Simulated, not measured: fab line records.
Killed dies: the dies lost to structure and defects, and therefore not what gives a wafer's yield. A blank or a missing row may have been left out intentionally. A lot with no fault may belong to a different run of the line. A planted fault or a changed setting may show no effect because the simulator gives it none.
Struck lot and sound lot, side by side -- flow n5 finfet -- 16 steps out of a route of 1938
Sound: these wafers, L353.1, L353.4, L353.5. Struck: wafers L359.1, L359.4 (left out: L359.5, a lot-mate that was not struck); the cause follows at the end.
Each step with rows lists, per side, the tool, then ch with its chambers, then its first start. Under that, the readings that differ: sound wafers -- struck wafers -- difference of the means -- sigmas: that difference in standard deviations of wafers without a fault.
alike: same words and numbers on both sides, and readings whose means sit less than 2 such deviations apart. not compared: any withheld reading, any reading some wafer has no value for, any bound like >300 that may hide the same value, and any number with overlapping values for which the record gives no deviation.
A row with sigmas, a row that says differs or no value, or rows on one side alone: a step with any of these is where the two part. When numbers do not overlap yet have no deviation, they are printed without sigmas and do not part them. Lack of a reading on every wafer of one side parts them only where that side has two or more wafers.

first, 6 steps without rows for these wafers: N5_BEOL_M4_COAT_22 (resist thk 30 nm); N5_BEOL_M4_EBR_24; N5_BEOL_M4_SOFTBAKE_23 (time 60 s); N5_BEOL_M4_EXPOSE_25 (exposes mask V3, defocus 5 nm); N5_BEOL_M4_PEB_26 (peb time 60 s); N5_BEOL_M4_DEVELOP_27 (develop time 30 s).
N5_BEOL_M4_CD_MEAS_28: target cd 26.2 nm, target cd y 24.1 nm.
  sound on cd sem-03 ch 0, day 7 19:17; struck on cd sem-03 ch 0, day 9 19:52
  alike: cd nm
N5_BEOL_M4_OVL_MEAS_29:
  sound on overlay-02 ch 0, day 7 19:19; struck on overlay-01 ch 0, day 9 19:54
  alike: V3_OVL
N5_BEOL_M4_INSPECT_30: inspects for defects (brightfield).
  sound on defect inspect-01 at day 7 19:23; struck on defect inspect-01 at day 9 19:58
  alike: raw defect count
N5_BEOL_M4_DESCUM_33: chemistry O2, time 7 s.
  sound on rie diel-02 ch 1,2, day 7 19:25; struck on rie diel-06 ch 0,3, day 9 19:59
  alike: bias power w, drypump motor current A, oes product au, rf vpp V, showerhead plenum p Torr, throttle valve pct
  not compared: rf hours counter h
N5_BEOL_M4_ETCH_77: etches underlayer in N2/H2, target depth 6.5 nm, time 5.2 s.
  sound on rie diel-02 ch 1,2, day 7 19:26; struck on rie diel-06 ch 0,3, day 9 20:01
  alike: drypump motor current A, etch rf on time s, oes product au, rf vpp V, showerhead plenum p Torr, throttle valve pct
  not compared: rf hours counter h
N5_BEOL_M4_ETCH_69: etches SiARC in CF4, target depth 15.6 nm, time 26 s.
  sound on rie diel-02 ch 1,2, day 7 19:28; struck on rie diel-06 ch 0,3, day 9 20:02
  alike: drypump motor current A, etch rf on time s, oes product au, rf vpp V, showerhead plenum p Torr, throttle valve pct
  not compared: rf hours counter h
N5_BEOL_M4_ALD_98: deposits SiO2, target thk 2.5 nm, pulse time 1 s, co reactant pulse time 1 s.
  sound on ald sin-04 ch 0,1,3, day 7 19:57; struck on ald sin-04 ch 2,3, day 9 20:07
reading,sound,struck,difference,sigmas
ald cycles,17 17 17,22 22,+5,
model.SiO2_of_BEOL_M4_ALD_98.thk nm (nm),2.4 2.6 2.6,3.2 3.2,+0.7,
  alike: heater power w, precursor pulse height rel
N5_BEOL_M4_ETCHBACK_99: etches SiO2 in CHF3, target depth 5 nm, time 10.4 s.
  sound on rie diel-03 ch 0,1,3, day 8 10:40; struck on rie diel-03 ch 1,3, day 9 20:46
  alike: drypump motor current A, oes product au, rf vpp V, showerhead plenum p Torr, throttle valve pct
  not compared: rf hours counter h
N5_BEOL_M4_RC_MEAS_101:
  sound on prober-02 ch 0, day 8 14:47; struck on prober-01 ch 0, day 10 00:58
reading,sound,struck,difference,sigmas
DIBL_P (mV/V),40.9 35.5 41.4,34.5 29.9,-7.1,-2
IOFF_N (nA/um),0.29 0.15 0.26,0.14 0.10,-0.11,-2
IOFF_P (nA/um),0.31 0.20 0.31,0.18 0.13,-0.12,-3
ION_N (uA/um),712 667 691,661 659,-30,-2
ION_P (uA/um),481 461 473,457 446,-20,-2
VT_N (mV),235 251 242,252 253,+10,+2
VT_P (mV),-243 -253 -246,-253 -257,-8,-2
  alike: DIBL_N, SS_N, SS_P
-- a jump in the record: the struck wafers' starts before and after are 4 days apart (it breaks off in module BEOL_M4 and resumes in module PASSIVATION, where the first step shown is number 1936 of the route) --
N5_PASSIVATION_PROBE_49:
  record: rows for the struck wafers here (prober-01, day 14 02:07), none for the sound ones

## WHERE THEY PART
Last at N5_PASSIVATION_PROBE_49 as far as this record goes, first at N5_BEOL_M4_RC_MEAS_101.

WHY: what the simulator had put in
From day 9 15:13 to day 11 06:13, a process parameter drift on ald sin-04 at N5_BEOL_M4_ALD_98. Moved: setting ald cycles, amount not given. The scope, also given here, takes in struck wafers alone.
